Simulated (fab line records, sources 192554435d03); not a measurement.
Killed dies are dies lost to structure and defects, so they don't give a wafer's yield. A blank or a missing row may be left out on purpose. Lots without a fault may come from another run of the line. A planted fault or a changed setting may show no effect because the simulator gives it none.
fab line records | flow n5_finfet
record lots=12 wafers=32 last_day=18
route steps=1938 shown BEOL_M7@1300
lots that met no fault: from a run of the same line without faults
start_h: hours from the record's first day to the start of the lot's first wafer shown | wait_h: hours since the lot's step before | " the same as in the row above | L1.1+2: a row that stands for several wafers | - no value, or no start given | * or withheld: withheld | < > ~ a bound
route shown NAME@n: a module of which the file shows steps, and the number in the route of the first | usual: mean/standard deviation of fault-free wafers | same: alike in all rows | chamber/n: place in a boat | sites: the reading at each site | _std_site: their standard deviation | _edge_site: outer sites' mean less inner sites' | radius_mm: how far each site lies from the wafer's centre | mask NAME#n: copy n | behind: the tool/chamber that last shaped the wafer | hold: why the lot was held/for how many hours/how that ended | device: the transistor (n, p or np) that didn't switch | end of line: the same wafers' tests at the end of the route | a step without rows: its recipe alone | killed: dies lost to structure and defects at the first sort, not the wafer's yield | map: a wafer's dies, x killed, . not, _ none there
set.NAME: the setting as run; set.NAME@STEP: as run at that earlier step | model.NAME: the simulator's own value behind a step, which no gauge read
steps of the route over a sample of lots; a table a step, a row a wafer
services: from which hour (start_h, from the record's first day; less than 0 if before it) a tool's chamber was out of use, for how many hours, and why
## steps
# step N5_BEOL_M7_ETCH_72
# recipe chemistry=N2/H2 target=underlayer target_depth_a=65 mask_material=CAR-EUV time_s=5.2 ion_energy_ev=200 pressure_mtorr=30 source_w=840 bias_w=150 n2_flow_sccm=200 h2_flow_sccm=200 ends=cleared
# usual drypump_motor_current_A=5.7/0.41 etch_rf_on_time_s=5.22/0.11 h2_flow_sccm=200.1/0.64 n2_flow_sccm=200.0/0.57 oes_product_au=0.66/0.061 rf_vpp_V=524/3.1 showerhead_plenum_p_Torr=2.56/0.099 throttle_valve_pct=17.93/0.25
# columns lot.wafer tool chamber start_h wait_h drypump_motor_current_A etch_rf_on_time_s h2_flow_sccm n2_flow_sccm oes_product_au rf_hours_counter_h rf_vpp_V showerhead_plenum_p_Torr throttle_valve_pct
L914.1 rie_diel-04 0 206.58 0.0 6.3 5.23 200.1 200.0 0.72 52 523 2.57 18.00
L914.2 " 2 " " 5.7 5.29 200.5 198.7 0.59 213 521 2.42 18.13
L914.5 " 0 " " 6.4 5.22 200.0 199.9 0.71 - 525 2.57 17.99
L915.1 rie_diel-04 2 216.47 0.0 5.7 5.27 199.2 199.7 0.60 217 521 2.42 18.15
L915.2 " 1 " " 6.0 5.26 198.8 200.1 0.59 223 526 2.62 17.83
L915.4 " 0 " " 6.3 5.24 199.3 199.8 0.70 54 526 2.56 18.01
L916.2 rie_diel-06 0 217.65 0.0 5.9 5.10 200.6 199.4 0.75 33 526 2.72 18.11
L916.4 " 3 " " 5.6 5.30 200.0 199.3 0.71 72 529 2.69 17.72
L916.5 " 3 " " 5.6 5.27 200.3 199.8 0.72 - 528 2.69 17.72
L918.2 rie_diel-04 0 251.60 0.0 6.3 5.24 199.4 199.0 0.69 64 525 2.56 18.01
L918.5 " 3 " " 5.9 5.05 199.2 199.3 0.60 - 527 2.61 18.15
L917.4 rie_diel-05 0 251.90 0.0 5.8 5.24 198.9 200.0 0.74 54 525 2.49 17.77
L917.6 " 0 " " 5.8 5.28 199.5 200.0 0.73 - 521 2.49 17.77
L923.2 rie_diel-05 1 274.77 0.0 5.4 5.33 200.1 199.4 0.63 160 520 2.45 18.11
L923.3 " 3 " " 5.1 5.23 199.3 199.9 0.60 242 519 2.39 18.03
L923.6 " 1 " " 5.5 5.32 199.9 199.6 0.62 - 520 2.45 18.10
L924.1 rie_diel-04 0 280.53 0.0 6.3 5.23 199.7 199.4 0.69 71 525 2.56 18.03
L924.3 " 1 " " 6.0 5.30 199.4 200.6 0.59 240 524 2.61 17.84
L924.4 " 3 " " 5.9 5.08 200.8 200.2 0.59 210 526 2.61 18.15
L926.1 rie_diel-06 3 282.61 0.0 5.6 5.36 199.6 200.1 0.69 87 528 2.68 17.75
L926.2 " 1 " " 5.0 5.01 199.7 199.3 0.73 41 528 2.69 17.29
L926.3 " 2 " " 5.8 5.06 200.1 201.0 0.74 36 526 2.58 17.59
L930.1 rie_diel-05 0 314.36 0.0 5.8 5.28 199.8 199.6 0.70 72 521 2.48 17.79
L930.5 " 0 " " 5.9 5.22 200.5 199.1 0.72 - 521 2.48 17.80
L932.2 rie_diel-06 0 338.33 0.0 5.9 5.11 199.7 198.9 0.71 64 529 2.70 18.15
L932.3 " 2 " " 5.8 5.12 200.8 200.4 0.71 55 526 2.57 17.65
L933.1 rie_diel-05 2 341.71 0.0 4.9 5.41 199.8 200.7 0.60 156 524 2.56 18.28
L933.4 " 0 " " 5.9 5.23 200.8 200.2 0.70 83 521 2.48 17.83
L933.5 " 3 " " 5.2 5.27 199.6 199.7 0.79 - 527 2.71 17.63
L934.3 rie_diel-06 0 345.02 0.0 5.9 5.12 199.0 199.1 0.72 66 528 2.70 18.17
L934.4 " 1 " " 5.0 5.06 199.2 199.2 0.70 62 526 2.68 17.34
L934.5 " 0 " " 5.9 5.07 199.6 199.7 0.72 - 530 2.70 18.14
# step N5_BEOL_M7_ETCH_41
# recipe chemistry=CH3F/O2 target=SiCN target_depth_a=319 taper_deg=2 time_s=57.8 ion_energy_ev=120 mask_material=TiN pressure_mtorr=30 source_w=395 bias_w=75 Ar_flow_sccm=150 CH3F_flow_sccm=30 O2_flow_sccm=20
# usual drypump_motor_current_A=5.6/0.4 oes_product_au=0.78/0.071 rf_vpp_V=297.5/1.8 showerhead_plenum_p_Torr=2.01/0.085 throttle_valve_pct=16.38/0.25
# columns lot.wafer tool chamber start_h wait_h drypump_motor_current_A oes_product_au rf_hours_counter_h rf_vpp_V showerhead_plenum_p_Torr throttle_valve_pct
L914.1 rie_diel-04 0 - - 6.2 0.83 52 298.7 2.03 16.58
L914.2 " 2 " " 5.6 0.69 213 295.3 1.89 16.60
L914.5 " 0 " " 6.3 0.83 - 297.4 2.04 16.58
L915.1 rie_diel-04 2 - - 5.6 0.69 217 293.9 1.89 16.61
L915.2 " 1 " " 6.0 0.70 223 298.4 2.06 16.39
L915.4 " 0 " " 6.3 0.83 55 298.5 2.03 16.58
L916.2 rie_diel-06 0 - - 5.9 0.89 33 298.7 2.14 16.48
L916.4 " 3 " " 5.6 0.83 72 300.1 2.11 16.17
L916.5 " 3 " " 5.6 0.82 - 299.4 2.11 16.16
L918.2 rie_diel-04 0 - - 6.3 0.81 64 298.3 2.03 16.60
L918.5 " 3 " " 5.8 0.70 - 299.1 2.06 16.74
L917.4 rie_diel-05 0 - - 5.9 0.86 54 294.6 1.93 16.11
L917.6 " 0 " " 5.9 0.86 - 296.0 1.93 16.14
L923.2 rie_diel-05 1 - - 5.5 0.75 160 295.4 1.91 16.39
L923.3 " 3 " " 5.1 0.70 242 294.9 1.88 16.48
L923.6 " 1 " " 5.5 0.75 - 297.2 1.91 16.39
L924.1 rie_diel-04 0 - - 6.3 0.81 71 297.7 2.03 16.61
L924.3 " 1 " " 6.0 0.69 240 295.3 2.06 16.43
L924.4 " 3 " " 5.8 0.69 210 296.9 2.06 16.74
L926.1 rie_diel-06 3 - - 5.6 0.80 87 299.4 2.11 16.20
L926.2 " 1 " " 5.0 0.86 42 298.9 2.12 15.84
L926.3 " 2 " " 5.8 0.85 36 296.6 2.05 16.10
L930.1 rie_diel-05 0 - - 5.9 0.83 73 294.6 1.93 16.18
L930.5 " 0 " " 5.9 0.83 - 295.9 1.93 16.15
L932.2 rie_diel-06 0 - - 5.9 0.84 64 299.4 2.13 16.56
L932.3 " 2 " " 5.8 0.83 55 300.2 2.05 16.12
L933.1 rie_diel-05 2 - - 4.9 0.73 157 297.4 1.99 16.60
L933.4 " 0 " " 5.9 0.82 83 296.2 1.92 16.18
L933.5 " 3 " " 5.1 0.94 - 298.9 2.12 16.05
L934.3 rie_diel-06 0 - - 5.9 0.83 66 299.2 2.12 16.53
L934.4 " 1 " " 5.0 0.82 62 298.5 2.12 15.87
L934.5 " 0 " " 5.9 0.82 - 299.9 2.12 16.54
# step N5_BEOL_M7_CURE_75
# recipe temp_c=370 time_s=120 ambient=DMADMS/He material=SiCOH_lowk
# usual lamp_power_pct=52.31/0.051 run_length_s=179.1/2 wafer_temp_C_max=371.4/0.66
# columns lot.wafer tool chamber start_h wait_h lamp_power_pct run_length_s wafer_temp_C_max
L914.1 uv_cure-01 0 207.17 0.0 52.38 178.5 371.7
L914.2 " 0 " " 52.33 178.5 372.1
L914.5 " 0 " " 52.41 178.4 372.3
L915.1 uv_cure-02 0 217.06 0.0 52.31 178.7 370.9
L915.2 " 0 " " 52.32 178.5 371.6
L915.4 " 0 " " 52.20 179.1 371.4
L916.2 uv_cure-01 2 218.29 0.1 - - -
L916.4 " 2 " " - - -
L916.5 " 2 " " - - -
L918.2 uv_cure-03 1 252.30 0.1 - - -
L918.5 " 1 " " - - -
L917.4 uv_cure-02 2 252.92 0.4 - - -
L917.6 " 2 " " - - -
L923.2 uv_cure-02 2 275.67 0.3 52.22 176.9 371.0
L923.3 " 2 " " 52.36 177.2 371.0
L923.6 " 2 " " 52.26 177.0 371.3
L924.1 uv_cure-01 1 281.12 0.0 52.32 177.8 371.0
L924.3 " 1 " " 52.33 177.6 371.2
L924.4 " 1 " " 52.22 177.6 370.8
L926.1 uv_cure-03 0 284.08 0.9 52.34 181.1 371.2
L926.2 " 0 " " 52.31 181.2 371.1
L926.3 " 0 " " 52.29 181.2 372.1
L930.1 uv_cure-01 1 314.95 0.0 52.32 177.5 371.0
L930.5 " 1 " " 52.28 178.4 371.7
L932.2 uv_cure-03 2 339.03 0.1 52.22 181.5 371.0
L932.3 " 2 " " 52.25 181.5 371.3
L933.1 uv_cure-01 1 342.81 0.6 52.33 177.7 371.5
L933.4 " 1 " " 52.30 177.8 371.1
L933.5 " 1 " " 52.35 177.9 370.9
L934.3 uv_cure-01 0 348.16 1.9 52.25 178.7 372.4
L934.4 " 0 " " 52.25 178.4 372.8
L934.5 " 0 " " 52.34 178.2 372.0
# step N5_BEOL_M7_PRE_CLEAN_45
# recipe gas=H2/He time_s=30 temp_c=250
# usual heater_power_w=323/22
# columns lot.wafer tool chamber start_h wait_h heater_power_w
L914.1 pvd_sputter-01 - 207.95 0.0 330
L914.2 " - " " 275
L914.5 " - " " 279
L915.1 pvd_sputter-03 - 218.12 0.0 347
L915.2 " - " " 323
L915.4 " - " " 324
L916.2 pvd_sputter-03 - 219.38 0.0 315
L916.4 " - " " 329
L916.5 " - " " 329
L918.2 pvd_sputter-01 - 253.10 0.0 300
L918.5 " - " " 298
L917.4 pvd_sputter-01 - 253.18 0.0 353
L917.6 " - " " 338
L923.2 pvd_sputter-01 - 276.04 0.0 300
L923.3 " - " " 274
L923.6 " - " " 346
L924.1 pvd_sputter-03 - 281.50 0.0 326
L924.3 " - " " 344
L924.4 " - " " 352
L926.1 pvd_sputter-01 - 284.74 0.0 299
L926.2 " - " " 298
L926.3 " - " " 267
L930.1 pvd_sputter-02 - 315.33 0.0 325
L930.5 " - " " 332
L932.2 pvd_sputter-03 - 339.60 0.0 322
L932.3 " - " " 322
L933.1 pvd_sputter-01 - 343.19 0.0 297
L933.4 " - " " 270
L933.5 " - " " 299
L934.3 pvd_sputter-02 - 348.42 0.0 346
L934.4 " - " " 322
L934.5 " - " " 328
## services
# columns tool chamber start_h hours kind
pvd_sputter-01 - 188.53 1.3 repair
uv_cure-02 - 224.26 1.0 pm
uv_cure-02 - 230.13 7.5 pm
rie_diel-06 1 231.72 4.9 repair
uv_cure-03 - 238.18 2.1 pm
uv_cure-03 - 246.12 0.6 repair
uv_cure-03 - 262.12 5.0 pm
uv_cure-03 - 279.01 1.0 pm
rie_diel-06 0 280.96 8.9 repair
pvd_sputter-01 - 291.75 1.0 repair
rie_diel-05 - 292.30 4.3 pm
rie_diel-05 3 304.59 - clean
rie_diel-05 3 304.59 - consumable_replace:focus_ring
rie_diel-04 1 306.90 - clean
rie_diel-04 1 306.90 - consumable_replace:focus_ring
rie_diel-04 1 306.90 17.6 scheduled_down
rie_diel-04 1 306.90 17.6 vent_cycle
rie_diel-04 2 324.51 - clean
rie_diel-04 2 324.51 - consumable_replace:focus_ring
rie_diel-04 2 324.51 - consumable_replace:showerhead
rie_diel-04 2 324.51 18.1 scheduled_down
rie_diel-04 2 324.51 18.1 vent_cycle
rie_diel-04 3 339.73 5.7 repair
uv_cure-01 - 344.64 3.4 pm
## key
first_sign step=N5_BEOL_M7_CURE_75 reading=tool_record direction=missing
effect none on later readings
met_at N5_BEOL_M7_CURE_75
struck_lots L916,L917,L918
rows_end L917.4,L917.6
not_acting_at N5_BEOL_M7_ETCH_72,N5_BEOL_M7_ETCH_41,N5_BEOL_M7_PRE_CLEAN_45
onset_between 217.06 218.29
fault kind=skipped_step_whole tool=uv_cure-01,uv_cure-02,uv_cure-03 chamber=- onset_h=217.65 steps=N5_BEOL_M7_CURE_75 scope=struck_lots_only
# rows_end: these wafers met a further fault down the route, and their rows from its step on are left out
